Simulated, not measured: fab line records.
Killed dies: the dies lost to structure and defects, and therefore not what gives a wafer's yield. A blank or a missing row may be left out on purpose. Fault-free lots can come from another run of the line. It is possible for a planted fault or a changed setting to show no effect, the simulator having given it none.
Matching of chambers | flow n5Finfet | N5_ILD0_CMP_12 on cmp-03 has 4 sister chambers
The step polishes SiNx, stops on poly-Si, t overpolish 6 s, target thk 17.67 nm. 15 wafers are shown with their chamber, then 7 later ones without.

EACH WAFER AND ITS CHAMBER
wafer  | chamber | motorCurrentA (A) | timeToEndpointS (s) | padLifeWafers
L080.2 | 0       | 11.1              | 27.5                | 740
L080.4 | 2       | 9.6               | 28.4                | 738
L081.2 | 1       | 8.5               | 21.6                | 782
L081.3 | 0       | 10.4              | 25.7                | 781
L082.1 | 1       | 8.3               | 23.3                | 865
L082.4 | 0       | 10.6              | 27.2                | 864
L084.1 | 3       | 9.8               | 30.1                | 972
L084.4 | 2       | 8.7               | 31.5                | 975
L087.2 | 3       | 9.9               | 27.1                | 1125
L087.3 | 2       | 9.0               | 27.7                | 1124
L087.4 | 0       | 10.6              | 28.8                | 1122
L088.3 | 3       | 9.7               | 31.7                | 1203
L088.4 | 1       | 8.8               | 24.0                | 1201
L090.1 | 3       | 9.8               | 28.3                | 1278
L090.2 | 1       | 8.7               | 23.5                | 1280

SIGNATURES, as means of the wafers listed above
reading         | chamber 0 | chamber 1 | chamber 2 | chamber 3 | scatter within a chamber
motorCurrentA   | 10.675    | 8.575     | 9.100     | 9.800     | 0.279
timeToEndpointS | 27.300    | 23.100    | 29.200    | 29.300    | 1.61
padLifeWafers   | 876.75    | 1032.00   | 945.67    | 1144.50   | 190
Rule: a wafer lies at a distance from a chamber equal to the root of the sum of squares, over the readings, of (its reading less the chamber's mean, divided by the reading's scatter). The wafer belongs to the nearest chamber; if the next one is less than 2 further off, it can't be placed. The scatter is the square root of a quotient: the sum, over the shown wafers, of each reading's squared deviation from its chamber's mean, divided by wafers minus chambers.

WAFERS WITH NO CHAMBER GIVEN
wafer  | motorCurrentA (A) | timeToEndpointS (s) | padLifeWafers
L090.3 | 9.8               | 28.4                | 1281
L093.2 | 8.8               | 25.1                | 1406
L093.4 | 8.9               | 27.8                | 1407
L094.2 | 8.4               | 26.6                | 1419
L094.3 | 10.2              | 32.5                | 1418
L095.1 | 8.7               | 27.8                | 1472
L095.4 | 8.7               | 22.2                | 1471

EACH ONE'S CHAMBER
wafer  | from the rows above          | in truth
L090.3 | 3                            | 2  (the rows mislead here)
L093.2 | can't be placed: 1 or 2      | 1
L093.4 | can't be placed: 2 or 3 or 1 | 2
L094.2 | can't be placed: 1 or 2      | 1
L094.3 | can't be placed: 3 or 0      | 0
L095.1 | can't be placed: 2 or 1 or 3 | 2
L095.4 | 1                            | 1
Placed correctly: 1 of 7. From these rows, 5 cannot be placed; in 5 the true chamber is one of the candidates. Number placed wrongly: 1.
